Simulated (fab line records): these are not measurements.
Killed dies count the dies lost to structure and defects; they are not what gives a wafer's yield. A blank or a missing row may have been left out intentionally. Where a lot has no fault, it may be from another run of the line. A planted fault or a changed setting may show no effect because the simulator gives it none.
Shared-tool check :: flow nand harc :: Sampled: 12 lots, 36 wafers

## WHAT PROMPTED THE OPENING
Flagged at NHARC_A_CONTACT_CD_MEAS_42: reading cd nm, on 2 of 12 lots. Fault-free wafers read 299.6 nm, with a standard deviation of 0.6.
Rule: a lot is flagged in two cases, either no wafer of it has a number, or all its wafers with numbers fall more than 4 standard deviations from that mean. The other lots count as sound.

lot: L296
measured: day 22 23:56
on: cd sem-03
cd nm (nm), wafer by wafer: 300.1 300.2 299.7
flag: 

lot: L295
measured: day 23 00:05
on: cd sem-02
cd nm (nm), wafer by wafer: 298.5 299.4 298.6
flag: 

lot: L298
measured: day 23 19:43
on: cd sem-01
cd nm (nm), wafer by wafer: 299.5 299.5 299.6
flag: 

lot: L299
measured: day 24 03:37
on: cd sem-03
cd nm (nm), wafer by wafer: 299.9 299.9 300.0
flag: 

lot: L300
measured: day 25 02:18
on: cd sem-01
cd nm (nm), wafer by wafer: 299.7 299.8 299.7
flag: 

lot: L301
measured: day 25 03:33
on: cd sem-02
cd nm (nm), wafer by wafer: 299.6 298.8 298.9
flag: 

lot: L302
measured: day 26 05:51
on: cd sem-01
cd nm (nm), wafer by wafer: 298.9 298.8 299.4
flag: 

lot: L304
measured: day 26 23:40
on: cd sem-02
cd nm (nm), wafer by wafer: 299.5 299.2 298.9
flag: 

lot: L305
measured: day 27 03:49
on: cd sem-03
cd nm (nm), wafer by wafer: 300.0 300.2 299.1
flag: 

lot: L307
measured: day 28 01:49
on: cd sem-01
cd nm (nm), wafer by wafer: 299.0 298.8 299.9
flag: 

lot: L311
measured: day 28 21:32
on: cd sem-02
cd nm (nm), wafer by wafer: 317.8 318.4 318.4
flag: FLAGGED

lot: L315
measured: day 30 21:23
on: cd sem-01
cd nm (nm), wafer by wafer: 314.0 315.0 315.0
flag: FLAGGED
Average over the flagged lots: 316.4 nm; offset from the usual +16.8 nm, equal to +28 standard deviations.

## WHICH TOOL EACH LOT WENT THROUGH
Before the reading, the record contains 2 process steps out of a 1302-step route. In each cell: the tool, then ch and the chambers that the sampled wafers went through, then the start.
lot: L296
flag: 
NHARC_A_WL_FILL_ALD_19: ald metal-01 ch 0,2, day 22 17:25
NHARC_A_CONTACT_EXPOSE_39: arfi scanner-03 ch 0, day 22 23:47

lot: L295
flag: 
NHARC_A_WL_FILL_ALD_19: ald metal-02 ch 0,1,2, day 22 17:24
NHARC_A_CONTACT_EXPOSE_39: arfi scanner-02 ch 0, day 22 23:57

lot: L298
flag: 
NHARC_A_WL_FILL_ALD_19: ald metal-01 ch 0,1, day 23 10:04
NHARC_A_CONTACT_EXPOSE_39: arfi scanner-01 ch 0, day 23 19:35

lot: L299
flag: 
NHARC_A_WL_FILL_ALD_19: ald metal-02 ch 0,1,3, day 23 21:17
NHARC_A_CONTACT_EXPOSE_39: arfi scanner-01 ch 0, day 24 03:28

lot: L300
flag: 
NHARC_A_WL_FILL_ALD_19: ald metal-02 ch 0,1,3, day 24 19:37
NHARC_A_CONTACT_EXPOSE_39: arfi scanner-02 ch 0, day 25 02:10

lot: L301
flag: 
NHARC_A_WL_FILL_ALD_19: ald metal-01 ch 0,1,3, day 24 19:38
NHARC_A_CONTACT_EXPOSE_39: arfi scanner-03 ch 0, day 25 03:25

lot: L302
flag: 
NHARC_A_WL_FILL_ALD_19: ald metal-02 ch 1,3, day 25 23:23
NHARC_A_CONTACT_EXPOSE_39: arfi scanner-01 ch 0, day 26 05:43

lot: L304
flag: 
NHARC_A_WL_FILL_ALD_19: ald metal-03 ch 0,1, day 26 11:42
NHARC_A_CONTACT_EXPOSE_39: arfi scanner-02 ch 0, day 26 23:32

lot: L305
flag: 
NHARC_A_WL_FILL_ALD_19: ald metal-01 ch 0,3, day 26 16:27
NHARC_A_CONTACT_EXPOSE_39: arfi scanner-03 ch 0, day 27 03:40

lot: L307
flag: 
NHARC_A_WL_FILL_ALD_19: ald metal-03 ch 0,2,3, day 27 19:20
NHARC_A_CONTACT_EXPOSE_39: arfi scanner-01 ch 0, day 28 01:41

lot: L311
flag: FLAGGED
NHARC_A_WL_FILL_ALD_19: ald metal-02 ch 0,1, day 28 11:23
NHARC_A_CONTACT_EXPOSE_39: arfi scanner-03 ch 0, day 28 21:24

lot: L315
flag: FLAGGED
NHARC_A_WL_FILL_ALD_19: ald metal-03 ch 0,1,2, day 30 14:53
NHARC_A_CONTACT_EXPOSE_39: arfi scanner-03 ch 0, day 30 21:14
What the steps here do:
- NHARC_A_WL_FILL_ALD_19: deposits TiN, target thk 2 nm, pulse time 3 s, ald cycles 100.
- NHARC_A_CONTACT_EXPOSE_39: exposes mask A CC 3.
- NHARC_A_CONTACT_CD_MEAS_42: target cd 300 nm.

## FLAGGED AGAINST TOTAL, ONE TOOL AT A TIME (gauges that did the reading follow at the end)
step: NHARC_A_WL_FILL_ALD_19
tool: ald metal-01
lots run: 4
flagged: 0
share of the flagged lots: none
sound lots run after its first flagged lot: -

step: NHARC_A_WL_FILL_ALD_19
tool: ald metal-02
lots run: 5
flagged: 1
share of the flagged lots: some
sound lots run after its first flagged lot: 0

step: NHARC_A_WL_FILL_ALD_19
tool: ald metal-03
lots run: 3
flagged: 1
share of the flagged lots: some
sound lots run after its first flagged lot: 0

step: NHARC_A_CONTACT_EXPOSE_39
tool: arfi scanner-01
lots run: 4
flagged: 0
share of the flagged lots: none
sound lots run after its first flagged lot: -

step: NHARC_A_CONTACT_EXPOSE_39
tool: arfi scanner-02
lots run: 3
flagged: 0
share of the flagged lots: none
sound lots run after its first flagged lot: -

step: NHARC_A_CONTACT_EXPOSE_39
tool: arfi scanner-03
lots run: 5
flagged: 2
share of the flagged lots: all
sound lots run after its first flagged lot: 0

step: NHARC_A_CONTACT_CD_MEAS_42
tool: cd sem-01
lots run: 5
flagged: 1
share of the flagged lots: some
sound lots run after its first flagged lot: 0

step: NHARC_A_CONTACT_CD_MEAS_42
tool: cd sem-02
lots run: 4
flagged: 1
share of the flagged lots: some
sound lots run after its first flagged lot: 0

step: NHARC_A_CONTACT_CD_MEAS_42
tool: cd sem-03
lots run: 3
flagged: 0
share of the flagged lots: none
sound lots run after its first flagged lot: -

## WHAT THE TABLE ALLOWS
Rows of the table that ran each flagged lot: 1, that is arfi scanner-03 at NHARC_A_CONTACT_EXPOSE_39.
- arfi scanner-03 at NHARC_A_CONTACT_EXPOSE_39: 2 of its 5 lots flagged. Its last sound lot is L305 (day 27 03:40), its first flagged lot L311 (day 28 21:24): a fault that began between those two fits. Its own readings lie more than 4 standard deviations out on every wafer of the flagged lots: exposure dose mJ cm2.
One tool is left: arfi scanner-03 at NHARC_A_CONTACT_EXPOSE_39.

## WHAT THE SIMULATOR HAD INSERTED
Process parameters drifting: arfi scanner-03 at NHARC_A_CONTACT_EXPOSE_39, beginning at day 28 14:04. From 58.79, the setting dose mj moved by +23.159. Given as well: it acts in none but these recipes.
Struck lots among those shown: L311, L315. The same result came from the rule above.
